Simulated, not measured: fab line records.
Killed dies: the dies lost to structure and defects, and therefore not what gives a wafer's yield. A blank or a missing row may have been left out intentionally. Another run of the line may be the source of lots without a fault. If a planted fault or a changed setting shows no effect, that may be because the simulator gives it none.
fab line records -- flow nand-harc
[record] lots = 13, wafers = 38, last-day = 33
route steps=1302 shown P_BONDPAD@372 A_ONON_D1@424
lots that met no fault: taken from a fault-free run of the same line
start-h: the number of hours between the record's first day and the start of the first shown wafer of the lot -- wait-h: hours elapsed since this lot's preceding step -- " unchanged from the row above -- L1.1+2: a row that stands for several wafers -- - no value, or no start given -- * or withheld: withheld -- < > ~ a bound
route shown NAME@n: a module of which the file shows steps, and the number in the route of the first -- usual: mean/standard deviation taken from wafers without a fault -- same: alike in all rows -- chamber/n: place in a boat -- sites: readings site by site -- _std_site: their standard deviation -- _edge_site: the outer-site mean with the inner-site mean subtracted -- radius-mm: for every site, how far away it sits from the centre of the wafer -- mask NAME#n: copy n -- behind: tool/chamber where the wafer was last shaped -- hold: why the lot went on hold/how many hours it stayed there/how the hold came to an end -- device: the transistor (n, p or np) that didn't switch -- end of line: tests run on the same wafers once the route is complete -- for a step that has no rows: nothing shown but its recipe -- killed: at the first sort, the dies lost to defects and structure; wafer yield is something else -- map: a wafer's dies, x killed, . not, _ none there
set.NAME: the setting as run; set.NAME@STEP: as run at that earlier step -- model.NAME: the simulator's own value behind a step, which no gauge read
one table for each step of the route and one row for each wafer, over a sample of lots
services: a tool's chamber out of use, with start hour (start-h, from the record's first day; less than 0 if before it), hours out, and reason
[[steps]]
[step NHARC_P_BONDPAD_ETCH_24]
[recipe] target-depth-a = 300, over-etch-frac = 0.3, time-s = 72.99, ion-energy-ev = 150, cf4-flow-sccm = 50, n2-flow-sccm = 100, ar-flow-sccm = 150, rf-w = 300, bias-w = 100, chemistry = CF4/N2
[usual] drypump-motor-current-A = 5.9/0.56, oes-product-au = 1.003/0.0095, rf-vpp-V = 314.2/2.4, showerhead-plenum-p-Torr = 2.63/0.13, throttle-valve-pct = 19.795/0.0095
lot.wafer,tool,chamber,start-h,wait-h,drypump-motor-current-A,oes-product-au,rf-hours-counter-h,rf-vpp-V,showerhead-plenum-p-Torr,throttle-valve-pct
L997.3,rie-diel-02,0,-,-,6.3,0.997,6.8,310.0,2.45,19.808
L997.2,rie-diel-02,2,-,-,6.3,1.014,3.6,312.4,2.51,19.807
L997.6,rie-diel-02,0,-,-,6.2,1.002,-,312.1,2.45,19.776
L999.1,rie-diel-03,3,-,-,5.9,0.992,1.0,318.7,2.82,19.806
L999.5,rie-diel-03,2,-,-,5.2,0.994,-,313.1,2.56,19.808
L999.6,rie-diel-03,3,-,-,5.9,0.998,-,317.7,2.82,19.800
L100.1,rie-diel-02,3,-,-,4.7,1.000,7.7,316.9,2.81,19.784
L100.5,rie-diel-02,3,-,-,4.7,0.995,-,316.9,2.81,19.807
L100.6,rie-diel-02,0,-,-,6.3,1.006,-,313.0,2.45,19.810
L101.2,rie-diel-03,1,180.17,0.2,6.3,1.006,1.6,313.9,2.61,19.792
L101.5,rie-diel-03,1,180.17,0.2,6.3,1.002,-,313.9,2.61,19.790
L101.6,rie-diel-03,3,180.17,0.2,5.9,0.999,-,317.4,2.82,19.783
L103.2,rie-diel-03,0,-,-,5.8,1.012,2.0,311.5,2.51,19.802
L103.1,rie-diel-03,2,-,-,5.2,0.988,1.8,312.5,2.56,19.791
L103.6,rie-diel-03,0,-,-,5.8,0.994,-,312.8,2.51,19.809
L104.1,rie-diel-03,3,-,-,5.9,1.009,2.3,317.3,2.82,19.790
L104.3,rie-diel-03,0,-,-,5.8,1.007,2.2,311.2,2.51,19.810
L104.5,rie-diel-03,2,-,-,5.2,1.011,-,313.0,2.56,19.789
L105.2,rie-diel-03,2,-,-,5.2,0.991,2.2,311.9,2.56,19.792
L105.3,rie-diel-03,0,-,-,5.8,1.012,2.4,311.8,2.51,19.799
L105.6,rie-diel-03,2,-,-,5.2,1.001,-,313.4,2.56,19.787
L107.2,rie-diel-04,0,239.92,0.1,6.5,0.989,4.6,317.4,2.74,19.793
L107.1,rie-diel-04,2,239.92,0.1,6.7,1.016,2.8,312.7,2.56,19.804
L115.1,rie-diel-02,2,-,-,6.3,1.011,4.5,311.8,2.50,19.791
L115.4,rie-diel-02,3,-,-,4.7,0.999,4.1,317.0,2.81,19.807
L115.3,rie-diel-02,0,-,-,6.2,0.998,4.2,311.7,2.45,19.788
L116.1,rie-diel-03,0,-,-,5.8,0.992,0.3,312.9,2.51,19.808
L116.4,rie-diel-03,1,-,-,6.3,0.987,0.7,312.7,2.61,19.788
L116.3,rie-diel-03,2,-,-,5.2,0.998,0.3,310.8,2.56,19.799
L117.4,rie-diel-02,3,-,-,4.7,1.005,5.3,319.0,2.81,19.790
L117.1,rie-diel-02,2,-,-,6.3,0.998,5.7,312.1,2.50,19.801
L117.5,rie-diel-02,3,-,-,4.7,1.002,-,315.8,2.81,19.783
L118.4,rie-diel-04,3,-,-,5.4,0.989,12.9,313.0,2.61,19.798
L118.1,rie-diel-04,0,-,-,6.5,1.002,11.8,314.8,2.74,19.790
L118.5,rie-diel-04,2,-,-,6.7,1.006,-,312.2,2.56,19.802
L119.2,rie-diel-03,2,-,-,5.2,0.994,1.6,312.6,2.56,19.795
L119.3,rie-diel-03,3,-,-,5.9,0.987,2.2,318.3,2.82,19.798
L119.6,rie-diel-03,2,-,-,5.2,0.987,-,314.0,2.56,19.785
[step NHARC_P_BONDPAD_CMP_19]
[recipe] t-overpolish-s = 30, cu-recess-touch-s = 16, target-thk-nm = 160.81
[usual] motor-current-A = 11.9/0.89, overpolish-run-s = 30.000/0.0081
lot.wafer,tool,chamber,start-h,wait-h,motor-current-A,overpolish-run-s
L997.2,cmp-04,3,145.99,-,12.0,29.989
L997.3,cmp-04,2,145.99,-,13.9,30.004
L997.6,cmp-04,3,145.99,-,12.7,30.004
L999.1,cmp-03,1,156.43,-,11.4,30.009
L999.5,cmp-03,3,156.43,-,11.5,29.998
L999.6,cmp-03,0,156.43,-,10.9,30.002
L100.1,cmp-02,2,164.89,-,12.3,30.003
L100.6,cmp-02,1,164.89,-,11.3,30.007
L100.5,cmp-02,2,164.89,-,12.1,29.999
L101.2,cmp-03,1,181.77,-,11.5,30.000
L101.5,cmp-03,2,181.77,-,11.5,30.005
L101.6,cmp-03,3,181.77,-,11.7,29.982
L103.1,cmp-02,1,196.53,-,11.2,29.994
L103.2,cmp-02,0,196.53,-,13.4,30.014
L103.6,cmp-02,2,196.53,-,12.1,29.994
L104.1,cmp-02,2,208.89,-,12.3,29.995
L104.3,cmp-02,0,208.89,-,14.0,30.009
L104.5,cmp-02,3,208.89,-,10.9,29.994
L105.2,cmp-03,0,220.27,-,11.3,30.015
L105.3,cmp-03,1,220.27,-,11.5,30.000
L105.6,cmp-03,1,220.27,-,12.2,30.005
L107.2,cmp-02,0,241.45,-,13.6,29.996
L107.1,cmp-02,1,241.45,-,10.8,29.995
L115.3,cmp-04,0,311.98,-,13.1,30.015
L115.4,cmp-04,1,311.98,-,13.2,30.002
L115.1,cmp-04,2,311.98,-,13.5,29.998
L116.4,cmp-02,1,328.48,-,11.1,30.002
L116.1,cmp-02,2,328.48,-,12.0,29.999
L116.3,cmp-02,3,328.48,-,11.2,29.998
L117.4,cmp-04,2,334.44,-,13.0,29.993
L117.1,cmp-04,0,334.44,-,12.6,30.003
L117.5,cmp-04,3,334.44,-,12.4,30.000
L118.1,cmp-02,2,349.95,-,12.0,30.000
L118.4,cmp-02,0,349.95,-,13.4,29.987
L118.5,cmp-02,2,349.95,-,11.6,30.014
L119.2,cmp-02,2,365.45,-,11.9,29.988
L119.3,cmp-02,3,365.45,-,10.7,30.005
L119.6,cmp-02,1,365.45,-,11.2,29.994
[step NHARC_P_BONDPAD_THK_MEAS_20]
[recipe] thk-meas-gauge = xrf
[usual] thk-nm = 160.0/1.6
lot.wafer,tool,chamber,start-h,wait-h,thk-nm
L997.2,film-metro-02,-,146.31,-,160.7
L997.3,film-metro-02,-,146.31,-,160.3
L997.6,film-metro-02,-,146.31,-,160.4
L999.1,film-metro-01,-,156.70,-,161.5
L999.5,film-metro-01,-,156.70,-,158.3
L999.6,film-metro-01,-,156.70,-,155.5
L100.1,film-metro-01,-,165.19,-,159.1
L100.5,film-metro-01,-,165.19,-,160.6
L100.6,film-metro-01,-,165.19,-,158.3
L101.2,film-metro-01,-,182.01,-,161.4
L101.5,film-metro-01,-,182.01,-,159.7
L101.6,film-metro-01,-,182.01,-,161.3
L103.1,film-metro-02,-,196.85,-,160.2
L103.2,film-metro-02,-,196.85,-,160.4
L103.6,film-metro-02,-,196.85,-,160.7
L104.1,film-metro-02,-,209.22,-,159.9
L104.3,film-metro-02,-,209.22,-,161.6
L104.5,film-metro-02,-,209.22,-,158.9
L105.2,film-metro-01,-,220.59,-,158.8
L105.3,film-metro-01,-,220.59,-,162.4
L105.6,film-metro-01,-,220.59,-,160.7
L107.1,film-metro-01,-,241.74,-,160.8
L107.2,film-metro-01,-,241.74,-,160.1
L115.1,film-metro-02,-,312.27,-,159.6
L115.3,film-metro-02,-,312.27,-,159.0
L115.4,film-metro-02,-,312.27,-,158.7
L116.1,film-metro-01,-,328.77,-,159.2
L116.3,film-metro-01,-,328.77,-,156.4
L116.4,film-metro-01,-,328.77,-,158.4
L117.1,film-metro-02,-,334.76,-,161.9
L117.4,film-metro-02,-,334.76,-,161.9
L117.5,film-metro-02,-,334.76,-,160.9
L118.1,film-metro-01,-,350.27,-,161.0
L118.4,film-metro-01,-,350.27,-,161.2
L118.5,film-metro-01,-,350.27,-,158.5
L119.2,film-metro-01,-,365.74,-,158.1
L119.3,film-metro-01,-,365.74,-,158.0
L119.6,film-metro-01,-,365.74,-,156.9
[step NHARC_A_ONON_D1_DEP_00]
[recipe] target-thk-a = 10000, n2-flow-sccm = 2750, n2o-flow-sccm = 2000, nh3-flow-sccm = 500, sih4-flow-sccm = 210, temp-c = 400
[usual] nh3-flow-sccm = 500.1/1.5, susceptor-temp-C = 399.98/0.22
lot.wafer,tool,chamber,start-h,wait-h,nh3-flow-sccm,susceptor-temp-C
L997.2,pecvd-onon-01,0,169.32,0.1,499.3,399.85
L997.3,pecvd-onon-01,0,169.32,0.1,498.8,399.78
L997.6,pecvd-onon-01,0,169.32,0.1,498.8,399.99
L999.1,pecvd-onon-02,0,179.61,0.1,498.1,399.74
L999.5,pecvd-onon-02,0,179.61,0.1,498.6,399.68
L999.6,pecvd-onon-02,0,179.61,0.1,499.3,399.87
L100.1,pecvd-onon-03,0,188.93,0.1,501.6,399.98
L100.5,pecvd-onon-03,0,188.93,0.1,499.7,399.73
L100.6,pecvd-onon-03,0,188.93,0.1,498.9,399.85
L101.2,pecvd-onon-02,0,205.63,0.1,498.2,399.83
L101.5,pecvd-onon-02,0,205.63,0.1,498.3,400.09
L101.6,pecvd-onon-02,0,205.63,0.1,497.5,399.86
L103.1,pecvd-onon-03,0,222.37,0.1,500.3,400.13
L103.2,pecvd-onon-03,0,222.37,0.1,503.1,400.03
L103.6,pecvd-onon-03,0,222.37,0.1,502.5,399.72
L104.1,pecvd-onon-02,0,232.72,0.1,500.0,400.59
L104.3,pecvd-onon-02,0,232.72,0.1,499.8,400.09
L104.5,pecvd-onon-02,0,232.72,0.1,500.5,400.15
L105.2,pecvd-onon-03,0,242.93,0.1,501.3,400.33
L105.3,pecvd-onon-03,0,242.93,0.1,502.0,400.28
L105.6,pecvd-onon-03,0,242.93,0.1,499.5,400.35
L107.1,pecvd-onon-03,0,266.77,0.1,500.7,400.34
L107.2,pecvd-onon-03,0,266.77,0.1,498.3,399.85
L115.1,pecvd-onon-02,0,337.15,0.1,499.3,400.28
L115.3,pecvd-onon-02,0,337.15,0.1,497.2,400.25
L115.4,pecvd-onon-02,0,337.15,0.1,497.7,400.12
L116.1,pecvd-onon-02,0,352.07,0.1,498.6,400.14
L116.3,pecvd-onon-02,0,352.07,0.1,499.4,399.86
L116.4,pecvd-onon-02,0,352.07,0.1,500.6,399.96
L117.1,pecvd-onon-03,0,359.71,0.1,498.2,399.92
L117.4,pecvd-onon-03,0,359.71,0.1,498.4,399.42
L117.5,pecvd-onon-03,0,359.71,0.1,499.9,399.87
L118.1,pecvd-onon-01,0,374.12,0.1,500.5,400.00
L118.4,pecvd-onon-01,0,374.12,0.1,500.3,399.74
L118.5,pecvd-onon-01,0,374.12,0.1,498.9,399.56
L119.2,pecvd-onon-03,0,388.82,0.1,502.1,400.14
L119.3,pecvd-onon-03,0,388.82,0.1,502.3,399.71
L119.6,pecvd-onon-03,0,388.82,0.1,502.0,399.80
[step NHARC_A_ONON_D1_THK_MEAS_02]
[recipe] thk-meas-gauge = ellipsometry
[usual] thk-nm = 1002/11
lot.wafer,tool,chamber,start-h,wait-h,thk-nm
L997.2,film-metro-02,-,169.77,-,1000
L997.3,film-metro-02,-,169.77,-,999
L997.6,film-metro-02,-,169.77,-,997
L999.1,film-metro-01,-,180.12,-,1008
L999.5,film-metro-01,-,180.12,-,1007
L999.6,film-metro-01,-,180.12,-,1008
L100.1,film-metro-02,-,189.44,-,983
L100.5,film-metro-02,-,189.44,-,984
L100.6,film-metro-02,-,189.44,-,985
L101.2,film-metro-01,-,206.08,-,984
L101.5,film-metro-01,-,206.08,-,982
L101.6,film-metro-01,-,206.08,-,983
L103.1,film-metro-02,-,222.88,-,976
L103.2,film-metro-02,-,222.88,-,976
L103.6,film-metro-02,-,222.88,-,976
L104.1,film-metro-02,-,233.23,-,1021
L104.3,film-metro-02,-,233.23,-,1021
L104.5,film-metro-02,-,233.23,-,1021
L105.2,film-metro-02,-,243.39,-,1000
L105.3,film-metro-02,-,243.39,-,1000
L105.6,film-metro-02,-,243.39,-,1001
L107.1,film-metro-02,-,267.28,-,999
L107.2,film-metro-02,-,267.28,-,712
L115.1,film-metro-02,-,337.66,-,979
L115.3,film-metro-02,-,337.66,-,979
L115.4,film-metro-02,-,337.66,-,978
L116.1,film-metro-01,-,352.58,-,1018
L116.3,film-metro-01,-,352.58,-,1018
L116.4,film-metro-01,-,352.58,-,1017
L117.1,film-metro-02,-,360.22,-,997
L117.4,film-metro-02,-,360.22,-,997
L117.5,film-metro-02,-,360.22,-,999
L118.1,film-metro-01,-,374.63,-,1003
L118.4,film-metro-01,-,374.63,-,1003
L118.5,film-metro-01,-,374.63,-,1004
L119.2,film-metro-02,-,389.28,-,996
L119.3,film-metro-02,-,389.28,-,999
L119.6,film-metro-02,-,389.28,-,998
[[services]]
tool,chamber,start-h,hours,kind
cmp-04,-,125.00,4.0,pm
cmp-02,-,134.50,4.0,pm
rie-diel-03,1,140.05,3.4,repair
cmp-02,-,148.82,0.8,repair
rie-diel-03,2,178.51,2.2,repair
rie-diel-03,-,183.40,0.6,repair
pecvd-onon-02,-,185.32,13.0,pm
rie-diel-02,-,216.72,9.0,pm
rie-diel-03,2,226.02,17.2,repair
pecvd-onon-03,-,227.00,13.0,pm
cmp-02,-,232.50,4.0,pm
rie-diel-03,0,234.50,2.8,repair
rie-diel-02,-,238.75,1.7,repair
rie-diel-03,2,260.24,5.0,repair
rie-diel-02,0,269.53,1.5,repair
rie-diel-03,0,276.18,32.9,repair
rie-diel-03,-,281.30,9.0,pm
cmp-02,-,294.63,2.3,repair
rie-diel-03,2,301.44,10.0,repair
cmp-02,-,304.92,3.6,repair
cmp-02,-,330.50,4.0,pm
rie-diel-03,3,330.80,5.6,repair
pecvd-onon-02,-,366.32,13.0,pm
rie-diel-02,-,384.13,0.6,repair
[[key]]
[first-sign] step = NHARC_A_ONON_D1_THK_MEAS_02, reading = thk-nm, direction = down, sigmas = 26, usual = 1002, struck = 712
effect none on later readings
met-at NHARC_A_ONON_D1_DEP_00
struck-lots L107
struck-wafers L107.2
sort-left-out L107.2
tester-left-out L107
not-acting-at NHARC_P_BONDPAD_ETCH_24,NHARC_P_BONDPAD_CMP_19,NHARC_P_BONDPAD_THK_MEAS_20
onset-between 242.93 266.77
[fault] kind = process-parameter-drift, tool = pecvd-onon-03, chamber = -, onset-h = 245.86, steps = NHARC_A_ONON_D1_DEP_00, channel = target-thk-a, offset = *, shape = step, end-h = 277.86, scope = struck-wafers-only, acts-in = *, stated = *
// tester-left-out: of these lots the tester's yield and bins aren't shown, on N5 and GAA mostly nor the transistor test; their killed dies are dies lost to structure and defects alone, not to doping, threshold or leakage, so they don't give the yield
// sort-left-out: the simulated sort isn't trusted on such a fault, so these wafers' sort isn't shown, and their yield isn't known
